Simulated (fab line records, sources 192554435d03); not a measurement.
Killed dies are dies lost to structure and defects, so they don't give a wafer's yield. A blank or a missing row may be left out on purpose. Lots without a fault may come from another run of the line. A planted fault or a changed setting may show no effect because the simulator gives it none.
A struck lot beside a sound one | flow n5_finfet | 36 steps out of a route of 1938
Sound: wafers L213.1, L213.4, L213.5. Struck: wafers L207.2, L207.4, L207.6. The cause comes at the end.
At each step with rows: each side's tool, then ch and its chambers, then its first start. Under that, the readings that differ: sound wafers | struck wafers | difference of the means | sigmas: that difference in standard deviations of wafers without a fault.
alike: readings whose means differ by less than 2 such deviations, and words and numbers that are the same on both sides. not compared: withheld readings, readings that some wafer has no value for, bounds like >300 that may hide the same value, and numbers for which the record gives no deviation and whose values overlap.
The two part at a step that has a row with sigmas, a row that says differs or no value, or rows on one side only. Numbers that don't overlap but have no deviation are shown without sigmas and don't part them. A reading that every wafer of one side lacks parts them only if that side has two wafers or more.

first, 9 steps without rows for these wafers: N5_BEOL_M4_ANNEAL_95 (time 240 s); N5_BEOL_M4_SPUTTER_96 (material Cu, target thk 4.5 nm, time 8.29 s); N5_BEOL_M4_ECD_50 (material Cu, target thk 300 nm); N5_BEOL_M4_ANNEAL_51 (time 90 s); N5_BEOL_M4_CMP_52 (polishes, stops on SiOC, t overpolish 6.8 s, target thk 40 nm); N5_BEOL_M4_PRE_CLEAN_60 (time 15 s); N5_BEOL_M4_CO_CAP_55 (material Co, precursor CCTBA/H2, target thk 2 nm, time 102.1 s); N5_BEOL_M4_PRE_CLEAN_56 (time 15 s); N5_BEOL_M4_DEP_57 (deposits SiCN from 3MS/NH3, target thk 8 nm, time 14 s).
N5_BEOL_M4_RC_MEAS_101:
  sound on prober-02 ch 0, day 13 09:49; struck on prober-02 ch 0, day 12 01:48
  alike: DIBL_N, DIBL_P, IOFF_N, IOFF_P, ION_N, ION_P, SS_N, SS_P, VT_N, VT_P
then, 24 steps without rows for these wafers: N5_BEOL_M5_ILD_DEP_00 (deposits SiCOH lowk from DEMS/porogen, target thk 140.64 nm, time 25.9 s); N5_BEOL_M5_CURE_79 (cures SiCOH lowk, time 240 s); N5_BEOL_M5_PECVD_70 (deposits SiO2 from TEOS/O2, target thk 16 nm, time 18 s); N5_BEOL_M5_HM_DEP_02 (deposits TiN, target thk 20 nm); N5_BEOL_M5_COAT_59 (time 60 s, resist thk 60 nm); N5_BEOL_M5_COAT_60 (time 60 s, resist thk 12 nm); N5_BEOL_M5_COAT_71 (time 60 s, resist thk 5 nm); N5_BEOL_M5_COAT_05 (resist thk 30 nm); N5_BEOL_M5_EBR_07; N5_BEOL_M5_SOFTBAKE_06 (time 60 s); N5_BEOL_M5_EXPOSE_08 (exposes mask M5, target cd 28 nm); N5_BEOL_M5_PEB_09 (peb time 60 s); N5_BEOL_M5_DEVELOP_10 (develop time 30 s); N5_BEOL_M5_DESCUM_16 (chemistry O2, time 7 s); N5_BEOL_M5_ETCH_72 (etches underlayer in N2/H2, target depth 6.5 nm, time 5.2 s); N5_BEOL_M5_ETCH_61 (etches SiARC in CF4, target depth 15.6 nm, time 26 s); N5_BEOL_M5_ETCH_62 (etches SOC in N2/H2, target depth 75 nm, overetch 15 nm, time 112.5 s); N5_BEOL_M5_STRIP_63 (strips in N2/H2); N5_BEOL_M5_STRIP_73 (strips in N2/H2); N5_BEOL_M5_STRIP_64 (strips in CF4); N5_BEOL_M5_HM_OPEN_17 (chemistry Cl2/BCl3, target TiN, target depth 20 nm, overetch 6 nm); N5_BEOL_M5_STRIP_19 (strips in O2); N5_BEOL_M5_COAT_65 (time 60 s, resist thk 60 nm); N5_BEOL_M5_COAT_66 (time 60 s, resist thk 12 nm).
N5_BEOL_M7_PECVD_70: deposits SiO2 from TEOS/O2, target thk 20 nm, time 22.7 s.
  sound on pecvd-01 ch 0,2, day 14 09:30; struck on pecvd-03 ch 0,1, day 12 21:31
  no value came back on the struck wafers for any of 5 readings (chamber_pressure_Torr (Torr), heater_power_outer_w (W) and others); on the sound wafers chamber_pressure_Torr (Torr) reads 5.496 5.492 5.495
-- the record jumps here: 3 days lie between the struck wafers' starts before and after (it left off in module BEOL_M7 and takes up again in module PASSIVATION, whose first step shown is number 1936 of the route) --
N5_PASSIVATION_PROBE_49:
  the record has rows for the struck wafers here (prober-01, day 16 07:59) and none for the sound ones

WHERE THEY PART
First at N5_BEOL_M7_PECVD_70; last, within this record, at N5_PASSIVATION_PROBE_49.

WHY: what the simulator had put in
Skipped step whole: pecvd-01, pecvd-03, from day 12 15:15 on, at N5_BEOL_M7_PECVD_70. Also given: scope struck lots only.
